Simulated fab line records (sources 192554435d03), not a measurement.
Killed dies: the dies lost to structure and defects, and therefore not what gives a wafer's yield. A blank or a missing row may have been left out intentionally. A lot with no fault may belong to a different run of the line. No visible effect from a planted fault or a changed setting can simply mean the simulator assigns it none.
Matching of chambers | flow n5_finfet | N5_BEOL_M9_DEP_56 on pecvd-04 has 3 sister chambers
The step deposits SiCN from 3MS/NH3, target thk 15 nm, time 26.5 s. 3 wafers are shown with their chamber, then 11 later ones without.

== EACH WAFER AND ITS CHAMBER ==
wafer  | chamber | throttle_valve_pct (%)
L082.6 | 1       | 9.8
L087.3 | 2       | 8.7
L090.1 | 0       | 9.0

== WAFERS WITH NO CHAMBER GIVEN ==
wafer  | throttle_valve_pct (%)
L090.4 | 9.7
L090.6 | 10.1
L095.1 | 10.0
L095.3 | 8.9
L095.6 | 9.9
L096.1 | 9.0
L096.5 | 8.8
L096.6 | 9.9
L097.1 | 9.6
L097.2 | 9.8
L097.6 | 9.7

== CHAMBER TAKEN BY EACH ==
wafer  | from the rows above     | in truth
L090.4 | 1                       | 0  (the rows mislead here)
L090.6 | 1                       | 1
L095.1 | 1                       | 1
L095.3 | can't be placed: 0 or 2 | 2
L095.6 | 1                       | 1
L096.1 | 0                       | 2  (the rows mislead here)
L096.5 | can't be placed: 2 or 0 | 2
L096.6 | 1                       | 1
L097.1 | 1                       | 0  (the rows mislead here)
L097.2 | 1                       | 1
L097.6 | 1                       | 1
Placed correctly: 6 of 11. Unplaceable from these rows: 2, with the true chamber sitting among the candidates in 2. Wrongly placed: 3.
How it was worked out, from the rows above alone: a wafer's distance from a chamber is the root of the sum, over the readings, of the square of ((its reading less the chamber's mean) divided by the reading's scatter). The wafer belongs to the nearest chamber; if the next one is less than 2 further off, it can't be placed. A chamber's mean is the mean of its shown wafers. The scatter: root of mean squared gap, hidden wafer to nearest shown wafer, with one shown wafer a chamber.
